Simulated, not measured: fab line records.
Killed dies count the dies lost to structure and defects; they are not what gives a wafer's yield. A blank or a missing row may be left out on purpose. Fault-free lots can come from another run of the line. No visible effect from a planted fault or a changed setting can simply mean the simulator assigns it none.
Which of the tools did it? + flow nand-harc + Sampling: 13 lots, 39 wafers, 4 of 1302 route steps

== WHAT THE GAUGES READ, wafer by wafer ==
Not one reading of a measure or inspect step in the record can be checked against a usual standard deviation.

== TOOL THAT RAN EACH LOT (tool first, then ch and the chambers of the sampled wafers, then the start) ==
| lot  | NHARC_A_WL_FILL_RTA_01           | NHARC_A_WL_FILL_ETCHBACK_16                   | NHARC_A_WL_FILL_ETCHBACK_26      | NHARC_A_WL_FILL_CMP_12        |
|------|----------------------------------|-----------------------------------------------|----------------------------------|-------------------------------|
| L468 | rtp-anneal-01 ch 0, day 21 00:20 | rie-diel-05 ch 0,1,3, day 21 17:08 or earlier | rie-si-06 ch 1,2,3, day 21 17:08 | cmp-02 ch 0,1,3, day 21 17:48 |
| L469 | rtp-anneal-02 ch 0, day 21 00:24 | rie-diel-09 ch 0,3, day 21 17:09 or earlier   | rie-si-05 ch 1,2,3, day 21 17:09 | cmp-03 ch 1,2,3, day 21 18:02 |
| L471 | rtp-anneal-01 ch 0, day 22 00:10 | rie-diel-05 ch 0,1,2, day 22 17:10 or earlier | rie-si-06 ch 2,3, day 22 17:10   | cmp-02 ch 0,3, day 22 17:50   |
| L473 | rtp-anneal-02 ch 0, day 22 04:04 | rie-diel-09 ch 0,1,3, day 22 22:14 or earlier | rie-si-05 ch 0,2,3, day 22 22:14 | cmp-01 ch 0,3, day 22 22:56   |
| L472 | rtp-anneal-02 ch 0, day 22 09:29 | rie-diel-02 ch 2,3, day 23 03:25 or earlier   | rie-si-04 ch 1,2,3, day 23 03:25 | cmp-01 ch 1,2, day 23 04:11   |
| L475 | rtp-anneal-02 ch 0, day 23 15:31 | rie-diel-02 ch 0,2,3, day 24 08:24 or earlier | rie-si-06 ch 1,2,3, day 24 08:24 | cmp-02 ch 0,2,3, day 24 09:03 |
| L474 | rtp-anneal-01 ch 0, day 23 15:35 | rie-diel-05 ch 1,2,3, day 24 08:25 or earlier | rie-si-05 ch 1,2, day 24 08:25   | cmp-01 ch 0,1, day 24 09:11   |
| L479 | rtp-anneal-01 ch 0, day 25 13:45 | rie-diel-05 ch 0,1,3, day 26 10:56 or earlier | rie-si-05 ch 0,1,2, day 26 10:56 | cmp-01 ch 0,1,2, day 26 11:37 |
| L483 | rtp-anneal-02 ch 0, day 26 11:05 | rie-diel-09 ch 1,2,3, day 27 03:43 or earlier | rie-si-04 ch 0,2,3, day 27 03:43 | cmp-03 ch 0,1,3, day 27 04:20 |
| L488 | rtp-anneal-02 ch 0, day 29 02:22 | rie-diel-05 ch 1,2,3, day 29 19:21 or earlier | rie-si-05 ch 1,2, day 29 19:21   | cmp-02 ch 2,3, day 29 20:01   |
| L489 | rtp-anneal-01 ch 0, day 29 21:45 | rie-diel-02 ch 0,2, day 30 15:01 or earlier   | rie-si-04 ch 0,1,3, day 30 15:01 | cmp-02 ch 1,2, day 30 15:40   |
| L490 | rtp-anneal-02 ch 0, day 29 21:56 | rie-diel-09 ch 2,3, day 30 15:01 or earlier   | rie-si-05 ch 0,1, day 30 15:01   | cmp-03 ch 0,2,3, day 30 15:41 |
| L491 | rtp-anneal-01 ch 0, day 30 01:23 | rie-diel-02 ch 0,2,3, day 30 18:08 or earlier | rie-si-05 ch 0,1,3, day 30 18:08 | cmp-01 ch 0,2, day 30 18:51   |
- NHARC_A_WL_FILL_RTA_01: time 5 s.
- NHARC_A_WL_FILL_ETCHBACK_16: etches the open film in C4F8/O2/Ar, target depth 120 nm, time 24 s.
- NHARC_A_WL_FILL_ETCHBACK_26: etches the open film in HBr, target depth 52 nm, time 13.3 s.
- NHARC_A_WL_FILL_CMP_12: polishes, t overpolish 30 s, target thk 100 nm.

== WHAT THE TOOLS THEMSELVES READ (means of the sampled wafers that have a number; where no wafer has one, the mark that the record gives instead) ==
NHARC_A_WL_FILL_RTA_01.
| lot  | tool          | anneal-temp-c-max | lamp-power-pct (%) | wafer_temp_C_max |
|------|---------------|-------------------|--------------------|------------------|
| L468 | rtp-anneal-01 | 1003.8            | 34.0               | 1006.9           |
| L469 | rtp-anneal-02 | 1003.0            | 33.2               | 1006.6           |
| L471 | rtp-anneal-01 | 1003.8            | 34.0               | 1006.0           |
| L473 | rtp-anneal-02 | 1002.9            | 33.2               | 1006.8           |
| L472 | rtp-anneal-02 | 1002.6            | 33.2               | 1006.2           |
| L475 | rtp-anneal-02 | 1002.6            | 33.2               | 1006.4           |
| L474 | rtp-anneal-01 | 1003.7            | 34.0               | 1004.8           |
| L479 | rtp-anneal-01 | 1004.0            | 33.9               | 1004.6           |
| L483 | rtp-anneal-02 | 1003.7            | 33.2               | 1007.9           |
| L488 | rtp-anneal-02 | 1003.8            | 33.2               | 1005.9           |
| L489 | rtp-anneal-01 | 1004.1            | 33.9               | 1005.4           |
| L490 | rtp-anneal-02 | 1003.0            | 33.2               | 1006.4           |
| L491 | rtp-anneal-01 | 1003.2            | 34.0               | 1006.8           |

NHARC_A_WL_FILL_ETCHBACK_16.
| lot  | tool        | oes-product-au (a.u.) | rf-vpp-V (V) | run-length-s (s) |
|------|-------------|-----------------------|--------------|------------------|
| L468 | rie-diel-05 | 0.92                  | 720          | 45.4             |
| L469 | rie-diel-09 | 1.01                  | 720          | 45.2             |
| L471 | rie-diel-05 | 0.91                  | 719          | 45.8             |
| L473 | rie-diel-09 | 1.00                  | 722          | 45.3             |
| L472 | rie-diel-02 | 0.93                  | 719          | 45.4             |
| L475 | rie-diel-02 | 0.98                  | 719          | 45.0             |
| L474 | rie-diel-05 | 1.00                  | 723          | 45.3             |
| L479 | rie-diel-05 | 1.00                  | 721          | 45.2             |
| L483 | rie-diel-09 | 1.01                  | 724          | 45.3             |
| L488 | rie-diel-05 | 1.00                  | 724          | 45.3             |
| L489 | rie-diel-02 | 0.96                  | 718          | 44.7             |
| L490 | rie-diel-09 | 1.00                  | 723          | 45.4             |
| L491 | rie-diel-02 | 0.99                  | 719          | 45.3             |

NHARC_A_WL_FILL_ETCHBACK_26.
| lot  | tool      | drypump-motor-current-A (A) | he-backside-leak-sccm (sccm) | oes-product-au (a.u.) | run-length-s (s) | throttle-valve-pct (%) |
|------|-----------|-----------------------------|------------------------------|-----------------------|------------------|------------------------|
| L468 | rie-si-06 | 6.0                         | 2.9                          | 1.008                 | 33.9             | 23.268                 |
| L469 | rie-si-05 | 5.5                         | 2.6                          | 0.999                 | 34.4             | 23.264                 |
| L471 | rie-si-06 | 6.2                         | 2.9                          | 1.009                 | 33.9             | 23.262                 |
| L473 | rie-si-05 | 5.6                         | 2.9                          | 1.001                 | 34.0             | 23.269                 |
| L472 | rie-si-04 | 5.9                         | 2.5                          | 0.999                 | 34.4             | 23.269                 |
| L475 | rie-si-06 | 6.0                         | 2.9                          | 1.000                 | 34.0             | 23.268                 |
| L474 | rie-si-05 | 5.6                         | 2.5                          | 0.999                 | 34.6             | 23.259                 |
| L479 | rie-si-05 | 5.6                         | 2.7                          | 1.000                 | 32.8             | 23.263                 |
| L483 | rie-si-04 | 5.6                         | 3.4                          | 1.011                 | 34.6             | 23.266                 |
| L488 | rie-si-05 | 5.6                         | 2.4                          | 1.007                 | 34.8             | 23.259                 |
| L489 | rie-si-04 | 6.1                         | 2.7                          | 1.005                 | 34.5             | 23.270                 |
| L490 | rie-si-05 | 5.8                         | 2.6                          | 1.006                 | 34.6             | 23.271                 |
| L491 | rie-si-05 | 5.7                         | 2.7                          | 1.002                 | 34.4             | 23.268                 |

NHARC_A_WL_FILL_CMP_12.
| lot  | tool   | edge-zone-pressure-frac | motor-current-A (A) | overpolish-run-s (s) | slurry-flow-ml-min | time-to-endpoint-s (s) |
|------|--------|-------------------------|---------------------|----------------------|--------------------|------------------------|
| L468 | cmp-02 | 0.998                   | 12.9                | 29.990               | 149.4              | 17.7                   |
| L469 | cmp-03 | 1.002                   | 13.3                | 30.007               | 150.1              | 18.4                   |
| L471 | cmp-02 | 1.004                   | 12.8                | 30.001               | 149.8              | 18.1                   |
| L473 | cmp-01 | 1.004                   | 11.4                | 30.006               | 150.0              | 19.6                   |
| L472 | cmp-01 | 1.001                   | 12.1                | 29.997               | 150.5              | 21.5                   |
| L475 | cmp-02 | 0.997                   | 12.5                | 29.997               | 150.0              | 19.2                   |
| L474 | cmp-01 | 0.998                   | 12.1                | 29.995               | 149.9              | 24.8                   |
| L479 | cmp-01 | 1.000                   | 11.9                | 29.997               | 150.1              | 19.2                   |
| L483 | cmp-03 | 0.996                   | 12.8                | 30.003               | 150.5              | 20.6                   |
| L488 | cmp-02 | 1.001                   | 12.9                | 29.999               | 149.6              | 20.0                   |
| L489 | cmp-02 | 0.998                   | 12.8                | 30.004               | 149.8              | 18.2                   |
| L490 | cmp-03 | 0.994                   | 12.9                | 30.005               | 149.9              | 19.0                   |
| L491 | cmp-01 | 0.999                   | 11.1                | 29.994               | 150.2              | 21.5                   |

== THE ANSWER, worked out from the rows above alone ==
Rule: the lots themselves supply what counts as usual. The widest of any qualifying gaps counts: lots, ordered by their means at a reading, are off when they make up no more than a third of the lots, leave a main group of 4 or more, and stand apart from it by 3 or more times the standard deviation of that group's means. The tables above print the reading to a certain number of digits; a main group whose means all agree to those digits is not used. Also off: a lot with no number at a reading for which 4 or more lots have one. Any other lot the step has rows for is counted as sound. Order of review: gauges by route order, followed by the tools' own readings, for which a lot's mean as printed above is used. At the first step where some lot is off, the reading lying furthest off is the one used; lots without a number count as furthest.
Off, at NHARC_A_WL_FILL_ETCHBACK_26 on run-length-s: L479. For the main group the mean is 34.3 s and the standard deviation 0.3.
A tool fits if, at that step or a process step before it, it ran every lot that is off, and no sound lot after the first of them. NHARC_A_WL_FILL_ETCHBACK_16: start missing for some lots; hours and lot order therefore follow NHARC_A_WL_FILL_ETCHBACK_26. Not one of the candidates tried fits.

== WHAT HAD BEEN PUT IN BY THE SIMULATOR ==
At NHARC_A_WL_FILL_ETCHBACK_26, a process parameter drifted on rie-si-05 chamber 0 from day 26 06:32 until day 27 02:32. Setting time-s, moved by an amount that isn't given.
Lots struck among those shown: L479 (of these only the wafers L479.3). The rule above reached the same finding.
